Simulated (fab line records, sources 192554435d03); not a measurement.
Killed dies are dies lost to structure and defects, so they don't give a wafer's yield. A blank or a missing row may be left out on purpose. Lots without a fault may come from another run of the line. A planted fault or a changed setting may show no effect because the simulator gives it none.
One fault seen from 2 desks | flow n5_finfet | each desk has only its own numbers; what lay behind them comes last

THE TOOL OWNER'S DESK: rie_diel-05
The tool's own readings at N5_BEOL_M12_ETCH_59 (etches BARC in N2/H2, target depth 89 nm, overetch 26.7 nm, time 67.9 s): means of the sampled wafers that have a number, for each lot that ran on this tool. A lot is out of limits, marked OUT, if its mean lies more than 4 standard deviations from the usual mean; the brackets give that distance.
Columns: A = bias_w at N5_BEOL_M12_ETCH_59, usual 149.9 W; B = drypump_motor_current_A at N5_BEOL_M12_ETCH_59, usual 5.5 A; C = oes_product_au at N5_BEOL_M12_ETCH_59, usual 0.67 a.u.; D = rf_vpp_V at N5_BEOL_M12_ETCH_59, usual 525.3 V; E = showerhead_plenum_p_Torr at N5_BEOL_M12_ETCH_59, usual 2.60 Torr; F = throttle_valve_pct at N5_BEOL_M12_ETCH_59, usual 18.03 %
lot  | first seen here | A               | B   | C    | D               | E    | F
L843 | day 12 22:44    | 149.9           | 5.6 | 0.69 | 525.7           | 2.62 | 18.04
L853 | day 13 15:01    | 138.0 (-25) OUT | 5.8 | 0.68 | 495.5 (-11) OUT | 2.53 | 18.05
L861 | day 16 00:31    | 149.6           | 5.2 | 0.66 | 526.9           | 2.58 | 18.02
L863 | day 17 03:40    | 149.8           | 5.5 | 0.65 | 523.6           | 2.51 | 18.08
This desk's finding: out of limits on L853; first on L853, day 13 15:01 (bias_w at N5_BEOL_M12_ETCH_59). In limits: L843, L861, L863.

THE METROLOGY DESK
What the gauges read, lot by lot, whatever tool the lot ran on: means of the sampled wafers that have a number. A lot is out of limits, marked OUT, if its mean lies more than 4 standard deviations from the usual mean; the brackets give that distance.
Columns: A = M11_THK at N5_BEOL_M11_THK_MEAS_53, usual 139 nm; B = cd_nm at N5_BEOL_M12_CD_MEAS_10, usual 142.0 nm
lot  | first seen here | A   | B
L846 | day 11 22:28    | 143 | 145.1
L849 | day 12 19:33    | 142 | 141.7
L843 | day 12 21:38    | 140 | 141.6
L853 | day 13 14:16    | 137 | 142.6
L852 | day 13 14:31    | 143 | 142.5
L859 | day 15 23:05    | 142 | 142.1
L861 | day 15 23:38    | 136 | 143.0
L862 | day 16 17:16    | 137 | 139.5
L863 | day 17 02:46    | 138 | 143.5
L864 | day 17 02:52    | 141 | 139.8
L865 | day 17 09:44    | 136 | 142.5
This desk's finding: nothing out of limits on any of the 11 lots.

PUT TOGETHER
The tool owner's desk could have raised an alarm at day 13 15:01, on L853.
The metrology desk saw nothing out of limits.
The metrology desk has L853 on record, within its limits.
Of the lots named, all ran N5_BEOL_M12_ETCH_59 on rie_diel-05.

WHAT THE SIMULATOR HAD PUT IN
Process parameter drift: rie_diel-05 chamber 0, from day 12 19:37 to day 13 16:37, at N5_BEOL_M12_ETCH_59. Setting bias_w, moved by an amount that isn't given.
Lots struck among those shown: L853.
Hours from the fault's start to each desk's first reading out of limits: the tool owner's desk, 19.
